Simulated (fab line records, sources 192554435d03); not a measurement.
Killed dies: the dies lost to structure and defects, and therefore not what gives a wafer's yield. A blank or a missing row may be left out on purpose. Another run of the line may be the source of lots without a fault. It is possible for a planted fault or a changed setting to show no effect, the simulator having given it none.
Matching of chambers | flow n5 finfet | N5_BEOL_M15_ILD_DEP_00 on pecvd-04 has 3 sister chambers
The step deposits SiO2 from TEOS/O2, target thk 1629.3 nm, time 346.1 s. 6 wafers are shown with their chamber, then 7 later ones without.

== WAFERS PAIRED WITH THEIR CHAMBERS ==
wafer  | chamber | showerhead vpp V (V) | showerhead plenum p Torr (Torr)
L081.3 | 0       | 1842                 | 8.38
L081.6 | 0       | 1826                 | 8.39
L083.5 | 2       | 1774                 | 8.37
L083.6 | 1       | 1876                 | 8.29
L085.2 | 1       | 1873                 | 8.30
L085.3 | 2       | 1775                 | 8.35

== WAFERS WITH NO CHAMBER GIVEN ==
wafer  | showerhead vpp V (V) | showerhead plenum p Torr (Torr)
L085.5 | 1813                 | 8.40
L092.2 | 1859                 | 8.40
L092.4 | 1894                 | 8.28
L092.6 | 1878                 | 8.39
L095.4 | 1802                 | 8.37
L095.5 | 1879                 | 8.29
L095.6 | 1797                 | 8.40

== WHICH CHAMBER EACH ONE RAN IN ==
wafer  | from the rows above     | in truth
L085.5 | 0                       | 0
L092.2 | 0                       | 0
L092.4 | 1                       | 1
L092.6 | 0                       | 0
L095.4 | can't be placed: 2 or 0 | 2
L095.5 | 1                       | 1
L095.6 | can't be placed: 2 or 0 | 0
Correct placement for 5 of the 7. Not placeable from these rows: 2 (in 2, the candidates include the true chamber). Number placed wrongly: 0.
How it was worked out, from the rows above alone: a wafer's distance from a chamber is the root of the sum, over the readings, of the square of ((its reading less the chamber's mean) divided by the reading's scatter). If the next closest chamber is less than 2 further off than the closest, the wafer can't be placed; otherwise it belongs to the closest. A chamber's mean is the mean of its shown wafers. The scatter: the root of (the sum of the squares of (reading less its chamber's mean) over the shown wafers, divided by (wafers less chambers)).
